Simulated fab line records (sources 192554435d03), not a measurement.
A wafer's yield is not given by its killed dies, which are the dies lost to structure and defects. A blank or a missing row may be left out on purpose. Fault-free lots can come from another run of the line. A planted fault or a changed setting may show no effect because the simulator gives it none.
Matching of chambers | flow n5Finfet | 4 sister chambers for N5_SDB_CUT_ETCH_26 on rieSi-04
The step etches Si in HBr/Cl2/O2, target depth 129.6 nm, bt time 20 s, time 51.8 s. 4 wafers are shown with their chamber, then 11 later ones without.

## WAFERS WITH THEIR CHAMBER
wafer  | chamber | throttleValvePct (%)
L081.2 | 1       | 37.4
L087.3 | 3       | 37.3
L087.5 | 2       | 37.0
L088.1 | 0       | 36.8

## WAFERS MISSING THEIR CHAMBER
wafer  | throttleValvePct (%)
L088.2 | 37.3
L088.3 | 37.4
L088.4 | 36.8
L088.5 | 37.2
L088.6 | 37.4
L090.1 | 37.0
L090.4 | 37.3
L090.6 | 37.0
L095.1 | 36.8
L095.3 | 37.0
L095.4 | 37.3

## WHICH CHAMBER EACH ONE RAN IN
wafer  | from the rows above | in truth
L088.2 | 3                   | 3
L088.3 | 1                   | 1
L088.4 | 0                   | 0
L088.5 | 3                   | 3
L088.6 | 1                   | 1
L090.1 | 2                   | 2
L090.4 | 3                   | 3
L090.6 | 2                   | 2
L095.1 | 0                   | 0
L095.3 | 2                   | 2
L095.4 | 3                   | 3
Correct placement for 11 of the 11. Number that these rows cannot place: 0. Placed wrongly: 0.
How it was worked out, from the rows above alone: a wafer's distance from a chamber is the root of the sum, over the readings, of the square of ((its reading less the chamber's mean) divided by the reading's scatter). The wafer belongs to the nearest chamber; if the next one is less than 2 further off, it can't be placed. Each chamber's mean is taken over the wafers shown for it. The scatter: with one shown wafer a chamber, the root of the mean of the squares of how far each hidden wafer lies from its nearest shown one.
